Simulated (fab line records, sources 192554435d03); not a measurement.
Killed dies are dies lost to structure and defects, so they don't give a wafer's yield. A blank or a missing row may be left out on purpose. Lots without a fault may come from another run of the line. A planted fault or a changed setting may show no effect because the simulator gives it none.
fab line records | flow n5_finfet
record lots=9 wafers=27 last_day=18
route steps=1938 shown BEOL_M8@1349
lots that met no fault: from a run of the same line without faults
start_h: hours from the record's first day to the start of the lot's first wafer shown | wait_h: hours since the lot's step before | " the same as in the row above | L1.1+2: a row that stands for several wafers | - no value, or no start given | * or withheld: withheld | < > ~ a bound
route shown NAME@n: a module of which the file shows steps, and the number in the route of the first | usual: mean/standard deviation of fault-free wafers | same: alike in all rows | chamber/n: place in a boat | sites: the reading at each site | _std_site: their standard deviation | _edge_site: outer sites' mean less inner sites' | radius_mm: how far each site lies from the wafer's centre | mask NAME#n: copy n | behind: the tool/chamber that last shaped the wafer | hold: why the lot was held/for how many hours/how that ended | device: the transistor (n, p or np) that didn't switch | end of line: the same wafers' tests at the end of the route | a step without rows: its recipe alone | killed: dies lost to structure and defects at the first sort, not the wafer's yield | map: a wafer's dies, x killed, . not, _ none there
set.NAME: the setting as run; set.NAME@STEP: as run at that earlier step | model.NAME: the simulator's own value behind a step, which no gauge read
steps of the route over a sample of lots; a table a step, a row a wafer
services: from which hour (start_h, from the record's first day; less than 0 if before it) a tool's chamber was out of use, for how many hours, and why
## steps
# step N5_BEOL_M8_ETCH_61
# recipe chemistry=CF4 target=SiARC target_depth_a=455 mask_material=CAR-ArF time_s=75.8 ion_energy_ev=80 pressure_mtorr=40 source_w=545 bias_w=36 Ar_flow_sccm=100 cf4_flow_sccm=100 ends=cleared
# usual bias_w=35.98/0.1 cf4_flow_sccm=99.99/0.29 drypump_motor_current_A=5.8/0.43 etch_rf_on_time_s=75.9/1.7 mfc_ar_sccm=100.0/0.32 oes_product_au=0.66/0.068 rf_vpp_V=184.1/0.94 showerhead_plenum_p_Torr=2.15/0.048 throttle_valve_pct=15.71/0.19
# columns lot.wafer tool chamber start_h wait_h bias_w cf4_flow_sccm drypump_motor_current_A etch_rf_on_time_s mfc_ar_sccm oes_product_au rf_hours_counter_h rf_vpp_V showerhead_plenum_p_Torr throttle_valve_pct
L377.1 rie_diel-04 2 211.45 0.0 35.99 100.24 6.0 76.6 99.5 0.66 113 184.5 2.15 15.34
L377.4 " 1 " " 36.14 100.41 5.6 73.3 100.1 0.69 101 185.0 2.15 15.72
L377.5 " 0 " " 35.95 99.95 5.3 75.0 100.0 0.60 - 183.2 2.12 15.63
L380.2 rie_diel-02 2 236.57 0.0 36.26 99.62 6.6 74.8 99.9 0.63 191 185.0 2.22 16.04
L380.5 " 1 " " 36.11 99.90 5.8 74.4 100.4 0.65 - 184.1 2.13 15.80
L380.6 " 0 " " 35.91 100.04 6.2 77.1 100.0 0.74 - 184.6 2.19 15.56
L381.1 rie_diel-04 0 245.85 0.0 35.72 100.27 5.3 75.2 99.9 0.59 227 182.7 2.11 15.66
L381.3 " 1 " " 35.96 100.23 5.6 73.5 99.7 0.68 114 184.5 2.15 15.75
L381.4 " 2 " " 35.84 99.70 6.0 76.4 99.2 0.66 126 183.2 2.15 15.37
L382.2 rie_diel-04 2 262.07 0.0 35.90 100.57 6.0 76.8 99.5 0.64 132 184.4 2.14 15.37
L382.4 " 0 " " 35.88 99.90 5.3 75.0 99.6 0.60 232 183.9 2.11 15.68
L382.5 " 2 " " 35.89 100.26 6.0 76.8 99.9 0.64 - 184.3 2.14 15.39
L388.1 rie_diel-02 2 291.10 0.0 35.90 100.12 6.6 76.9 99.9 0.60 210 183.4 2.22 16.08
L388.2 " 3 " " 35.91 100.22 5.2 77.7 99.3 0.58 232 184.2 2.13 15.69
L388.5 " 0 " " 35.99 100.25 6.1 77.6 99.7 0.71 - 183.2 2.18 15.60
L390.2 rie_diel-01 1 310.69 0.0 35.60 100.01 6.2 75.7 99.8 0.68 117 183.9 2.16 15.80
L390.3 " 0 " " 35.97 99.51 5.9 79.5 100.0 0.59 215 183.9 2.03 15.56
L390.5 " 0 " " 36.06 99.48 5.9 79.0 100.0 0.59 - 183.7 2.03 15.55
L393.3 rie_diel-02 0 314.40 0.0 36.01 99.79 6.2 78.3 100.4 0.69 72 183.2 2.18 15.62
L393.5 " 1 " " 35.98 99.54 5.8 75.2 99.8 0.64 - 183.3 2.12 15.85
L393.6 " 2 " " 35.92 99.48 6.7 76.4 100.1 0.60 - 184.6 2.21 16.10
L397.3 rie_diel-01 3 342.55 0.0 35.89 99.86 6.7 74.5 99.6 0.79 20 184.6 2.19 15.55
L397.5 " 1 " " 36.08 100.76 6.2 76.0 100.4 0.67 - 184.7 2.16 15.83
L397.6 " 0 " " 36.04 100.30 5.9 78.9 100.5 0.58 - 182.9 2.03 15.58
L391.3 rie_diel-02 0 355.63 0.0 36.04 100.01 6.1 77.4 100.4 0.68 91 183.1 2.17 15.66
L391.4 " 2 " " 36.03 100.10 6.6 75.8 99.8 0.61 - 183.4 2.21 16.14
L391.5 " 1 " " 35.96 99.76 5.8 74.1 100.2 0.62 - 184.1 2.12 15.88
# step N5_BEOL_M8_VIA_ETCH_34
# recipe chemistry=C4F6/O2 target=SiCOH_lowk target_depth_a=1255 mask_material=SOC taper_deg=4 time_s=50.5 ion_energy_ev=250 pressure_mtorr=30 source_w=345 bias_w=185 Ar_flow_sccm=300 C4F6_flow_sccm=10 O2_flow_sccm=10
# usual bias_w=185.0/0.6 drypump_motor_current_A=5.8/0.45 mfc_ar_sccm=299.9/0.97 oes_o_777_au=0.78/0.091 oes_product_au=0.78/0.088 rf_vpp_V=662/10 showerhead_plenum_p_Torr=2.86/0.071 throttle_valve_pct=21.02/0.22
# columns lot.wafer tool chamber start_h wait_h bias_w drypump_motor_current_A mfc_ar_sccm oes_o_777_au oes_product_au rf_hours_counter_h rf_vpp_V showerhead_plenum_p_Torr throttle_valve_pct
L377.1 rie_diel-04 0 214.76 0.0 184.7 5.3 300.4 0.71 0.69 216 645 2.83 20.95
L377.4 " 3 " " 186.7 5.6 299.9 1.02 1.00 3 679 2.92 21.01
L377.5 " 2 " " 185.0 6.0 301.0 0.73 0.77 - 662 2.87 20.65
L380.2 rie_diel-01 0 238.67 0.0 184.9 5.9 300.6 0.70 0.71 194 652 2.71 20.71
L380.5 " 1 " " 185.6 6.2 300.1 0.85 0.82 - 677 2.87 21.06
L380.6 " 0 " " 185.9 5.9 298.3 0.70 0.72 - 651 2.71 20.72
L381.1 rie_diel-02 0 249.96 0.0 184.1 6.2 299.0 0.87 0.85 46 659 2.92 20.98
L381.3 " 1 " " 185.2 5.8 299.1 0.78 0.75 175 655 2.85 21.18
L381.4 " 3 " " 184.9 5.2 298.4 0.70 0.69 216 661 2.84 20.89
L382.2 rie_diel-02 3 265.11 0.0 185.0 5.2 298.1 0.70 0.69 221 662 2.84 20.89
L382.4 " 2 " " 185.8 6.6 300.2 0.73 0.72 200 660 2.97 21.49
L382.5 " 1 " " 185.2 5.8 301.1 0.77 0.75 - 654 2.85 21.19
L388.1 rie_diel-02 1 294.71 0.0 184.4 5.8 300.9 0.76 0.73 192 652 2.84 21.19
L388.2 " 3 " " 185.0 5.2 300.9 0.69 0.67 233 661 2.83 20.91
L388.5 " 0 " " 134.8 6.1 299.4 0.82 0.78 - 511 2.91 20.98
L390.2 rie_diel-02 1 312.11 0.0 184.0 5.8 301.3 0.75 0.73 199 655 2.84 21.20
L390.3 " 0 " " 134.1 6.2 302.7 0.81 0.77 71 510 2.91 21.02
L390.5 " 3 " " 185.2 5.2 300.4 0.68 0.67 - 660 2.83 20.93
L393.3 rie_diel-01 2 317.11 0.0 185.8 5.6 299.2 0.72 0.72 157 665 2.71 20.95
L393.5 " 3 " " 185.6 6.7 300.1 0.95 0.97 - 675 2.92 20.94
L393.6 " 2 " " 184.8 5.6 300.8 0.72 0.72 - 665 2.71 20.94
L397.3 rie_diel-01 3 344.64 0.0 184.3 6.7 300.3 0.93 0.94 21 675 2.91 20.94
L397.5 " 3 " " 184.1 6.7 300.2 0.93 0.94 - 676 2.91 20.94
L397.6 " 2 " " 184.1 5.6 299.0 0.72 0.71 - 666 2.70 20.95
L391.3 rie_diel-01 3 356.79 0.0 185.1 6.8 299.8 0.92 0.93 26 675 2.91 20.96
L391.4 " 2 " " 185.0 5.6 299.1 0.72 0.71 172 666 2.70 20.96
L391.5 " 0 " " 185.1 5.9 299.2 0.68 0.69 - 651 2.69 20.80
# step N5_BEOL_M8_STRIP_36
# recipe chemistry=N2/H2 power_w=450 temp_c=40 pressure_mtorr=20 rf_frequency_hz=6e+07 overash_fraction=0.3 bias_power_w=7 h2_frac=0.5 n2_flow_sccm=200 h2_flow_sccm=200
# usual bias_power_w=7.003/0.019 drypump_motor_current_A=5.8/0.45 oes_product_au=0.78/0.085 power_w=450.1/1.4 rf_vpp_V=59.1/1.5 showerhead_plenum_p_Torr=2.53/0.054 throttle_valve_pct=23.63/0.3
# columns lot.wafer tool chamber start_h wait_h bias_power_w drypump_motor_current_A oes_product_au power_w rf_hours_counter_h rf_vpp_V showerhead_plenum_p_Torr throttle_valve_pct
L377.1 rie_diel-04 0 214.81 0.0 6.966 5.3 0.71 450.7 216 59.8 2.52 23.61
L377.4 " 3 " " 6.989 5.6 1.00 449.0 3 59.7 2.58 23.30
L377.5 " 2 " " 7.003 6.0 0.78 451.5 - 57.5 2.55 23.41
L380.2 rie_diel-01 0 238.72 0.0 7.047 5.9 0.73 449.2 194 60.0 2.42 23.76
L380.5 " 1 " " 7.039 6.2 0.84 452.6 - 59.2 2.57 24.00
L380.6 " 0 " " 6.998 5.9 0.73 451.3 - 56.3 2.42 23.77
L381.1 rie_diel-02 0 250.01 0.0 6.970 6.2 0.85 451.6 46 59.2 2.58 23.36
L381.3 " 1 " " 7.021 5.8 0.75 450.0 175 60.7 2.51 23.46
L381.4 " 3 " " 7.018 5.2 0.70 450.3 216 57.3 2.50 23.28
L382.2 rie_diel-02 3 265.16 0.0 6.990 5.2 0.69 448.2 221 59.4 2.50 23.30
L382.4 " 2 " " 6.993 6.7 0.74 450.5 200 57.9 2.62 24.04
L382.5 " 1 " " 6.974 5.8 0.73 451.7 - 61.1 2.51 23.47
L388.1 rie_diel-02 1 294.76 0.0 7.022 5.9 0.73 450.7 192 59.6 2.50 23.50
L388.2 " 3 " " 7.019 5.2 0.69 450.4 233 56.3 2.50 23.33
L388.5 " 0 " " 6.980 6.2 0.84 451.4 - 59.0 2.58 23.34
L390.2 rie_diel-02 1 312.16 0.0 6.986 5.8 0.73 448.0 199 57.2 2.50 23.49
L390.3 " 0 " " 7.017 6.1 0.84 450.2 71 61.5 2.57 23.37
L390.5 " 3 " " 6.990 5.2 0.67 451.1 - 59.6 2.50 23.33
L393.3 rie_diel-01 2 317.17 0.0 6.999 5.5 0.72 449.6 157 59.3 2.44 24.09
L393.5 " 3 " " 7.013 6.7 0.97 448.4 - 56.4 2.58 23.31
L393.6 " 2 " " 6.989 5.6 0.72 451.3 - 59.4 2.44 24.07
L397.3 rie_diel-01 3 344.69 0.0 7.004 6.7 0.94 451.5 21 60.1 2.57 23.32
L397.5 " 3 " " 7.001 6.7 0.93 450.9 - 60.3 2.57 23.33
L397.6 " 2 " " 7.016 5.6 0.72 450.7 - 62.1 2.43 24.11
L391.3 rie_diel-01 3 356.84 0.0 6.964 6.7 0.93 449.3 26 59.8 2.57 23.35
L391.4 " 2 " " 7.022 5.6 0.72 449.1 172 57.7 2.43 24.11
L391.5 " 0 " " 7.008 5.9 0.70 450.9 - 58.4 2.40 23.78
# step N5_BEOL_M8_CURE_75
# recipe temp_c=370 time_s=120 ambient=DMADMS/He material=SiCOH_lowk
# usual lamp_power_pct=52.32/0.052 wafer_temp_C_max=371.6/0.55
# columns lot.wafer tool chamber start_h wait_h lamp_power_pct wafer_temp_C_max
L377.1 uv_cure-02 2 215.22 0.0 52.33 372.3
L377.4 " 2 " " 52.29 371.7
L377.5 " 2 " " 52.37 372.4
L380.2 uv_cure-02 2 239.17 0.1 52.35 371.4
L380.5 " 2 " " 52.33 371.7
L380.6 " 2 " " 52.23 371.6
L381.1 uv_cure-03 2 250.42 0.0 52.37 371.2
L381.3 " 2 " " 52.33 372.1
L381.4 " 2 " " 52.29 371.7
L382.2 uv_cure-03 1 265.61 0.1 52.25 372.1
L382.4 " 1 " " 52.32 371.0
L382.5 " 1 " " 52.34 371.5
L388.1 uv_cure-03 2 295.15 0.0 52.35 371.1
L388.2 " 2 " " 52.30 372.0
L388.5 " 2 " " 52.30 371.4
L390.2 uv_cure-01 2 312.84 0.3 52.28 372.3
L390.3 " 2 " " 52.37 373.0
L390.5 " 2 " " 52.23 371.4
L393.3 uv_cure-03 2 317.76 0.2 52.28 371.6
L393.5 " 2 " " 52.35 371.6
L393.6 " 2 " " 52.32 371.5
L397.3 uv_cure-03 1 345.18 0.1 52.36 371.4
L397.5 " 1 " " 52.33 371.6
L397.6 " 1 " " 52.32 370.9
L391.3 uv_cure-03 0 357.43 0.2 52.32 371.1
L391.4 " 0 " " 52.38 370.9
L391.5 " 0 " " 52.32 371.4
## services
# columns tool chamber start_h hours kind
uv_cure-03 - 192.62 2.8 pm
rie_diel-04 0 192.97 14.7 repair
uv_cure-02 - 210.46 2.8 pm
uv_cure-01 - 220.47 1.0 pm
rie_diel-01 3 242.29 6.0 repair
uv_cure-02 - 252.87 0.4 repair
rie_diel-01 1 269.22 5.2 repair
rie_diel-01 - 280.26 14.6 pm
uv_cure-02 - 293.88 0.3 repair
rie_diel-04 0 305.44 - clean
rie_diel-04 0 305.44 - consumable_replace:focus_ring
rie_diel-04 0 305.44 17.7 scheduled_down
rie_diel-04 0 305.44 17.7 vent_cycle
rie_diel-01 1 315.35 8.1 repair
rie_diel-02 1 318.16 4.5 repair
rie_diel-02 3 322.29 6.9 repair
uv_cure-01 - 328.61 6.0 pm
uv_cure-01 - 343.48 25.3 repair
rie_diel-02 3 343.56 - clean
rie_diel-02 3 343.56 - consumable_replace:focus_ring
rie_diel-02 3 343.56 21.9 scheduled_down
rie_diel-02 3 343.56 21.9 vent_cycle
## key
first_sign step=N5_BEOL_M8_VIA_ETCH_34 reading=bias_w direction=down sigmas=85 usual=* struck=*
effect step=N5_BEOL_M8_VIA_ETCH_34 reading=rf_vpp_V direction=down sigmas=15 usual=662 struck=511
met_at N5_BEOL_M8_VIA_ETCH_34
struck_lots L388,L390
struck_wafers L388.5,L390.3
not_acting_at N5_BEOL_M8_ETCH_61,N5_BEOL_M8_STRIP_36,N5_BEOL_M8_CURE_75
onset_between 249.96 294.71
fault kind=process_parameter_drift tool=rie_diel-02 chamber=0 onset_h=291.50 steps=N5_BEOL_M8_VIA_ETCH_34 channel=bias_w offset=* shape=step end_h=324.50 acts_in=* stated=*
